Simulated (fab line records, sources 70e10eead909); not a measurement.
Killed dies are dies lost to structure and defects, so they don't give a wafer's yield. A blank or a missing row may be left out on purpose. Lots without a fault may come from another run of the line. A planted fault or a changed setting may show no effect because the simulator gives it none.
A struck lot beside a sound one | flow nand_harc | 14 steps out of a route of 1159
Sound: wafers L474.1, L474.2, L474.5. Struck: wafer L485.6. (L485.2, L485.5 of the same lot were not struck and are left out.) The cause comes at the end.
At each step with rows: each side's tool, then ch and its chambers, then its first start. Under that, the readings that differ: sound wafers | struck wafers | difference of the means | sigmas: that difference in standard deviations of wafers without a fault.
alike: readings whose means differ by less than 2 such deviations, and words and numbers that are the same on both sides. not compared: withheld readings, readings that some wafer has no value for, bounds like >300 that may hide the same value, and numbers for which the record gives no deviation and whose values overlap.
The two part at a step that has a row with sigmas, a row that says differs or no value, or rows on one side only. Numbers that don't overlap but have no deviation are shown without sigmas and don't part them. A reading that every wafer of one side lacks parts them only if that side has two wafers or more.

first, 9 steps without rows for these wafers: NHARC_THIN_TSV_PVD_24 (deposits Al, target thk 800 nm); NHARC_THIN_TSV_DEHYDRATE_25 (time 120 s); NHARC_THIN_TSV_HMDS_26 (time 30 s); NHARC_THIN_TSV_COAT_27; NHARC_THIN_TSV_SOFTBAKE_28 (time 95 s); NHARC_THIN_TSV_EBR_29; NHARC_THIN_TSV_EXPOSE_30 (exposes mask PAD); NHARC_THIN_TSV_PEB_31 (peb time 85 s); NHARC_THIN_TSV_DEVELOP_32 (time 70 s).
NHARC_THIN_TSV_CD_MEAS_33: target cd 5000 nm.
  sound on cd_sem-01 ch 0, day 20 15:23; struck on cd_sem-02 ch 0, day 24 07:00
  alike: cd_nm
then, 1 step without rows for these wafers: NHARC_THIN_TSV_HARDBAKE_34 (time 80 s).
NHARC_THIN_TSV_DESCUM_35: chemistry O2, time 3 s.
  sound on rie_diel-05 ch 0,1,3, day 20 15:33; struck on rie_diel-07 ch 3, day 24 07:12
  alike: drypump_motor_current_A, oes_product_au, rf_vpp_V, showerhead_plenum_p_Torr, throttle_valve_pct
  not compared: rf_hours_counter_h
NHARC_THIN_TSV_ETCH_59: etches the open film in Cl2/BCl3, target depth 880 nm, time 138.1 s.
  sound on rie_metal-02 ch 0,1, day 20 15:41; struck on rie_metal-03 ch 0, day 24 07:19
  reading             | sound             | struck | difference | sigmas
  mfc_cl2_sccm (sccm) | 59.96 60.25 60.29 | 59.73  | -0.44      | -2
  run_length_s (s)    | 158.7 160.0 160.1 | 140.9  | -18.7      | -41
  alike: drypump_motor_current_A, oes_product_au, throttle_valve_pct
  not compared: bias_w, rf_hours_counter_h
NHARC_THIN_TSV_ETCH_36: etches the open film in Cl2/BCl3, target depth 65 nm, time 18.571 s.
  sound on rie_metal-02 ch 0,1, day 20 15:56; struck on rie_metal-03 ch 1, day 24 07:32
  alike: drypump_motor_current_A, oes_product_au, run_length_s
  not compared: rf_hours_counter_h

WHERE THEY PART
Only at NHARC_THIN_TSV_ETCH_59, within this record. Later steps at which nothing parts them and some readings are alike: NHARC_THIN_TSV_ETCH_36.

WHY: what the simulator had put in
Process parameter drift: rie_metal-03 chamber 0, from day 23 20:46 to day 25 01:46, at NHARC_THIN_TSV_ETCH_59. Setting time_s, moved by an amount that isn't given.
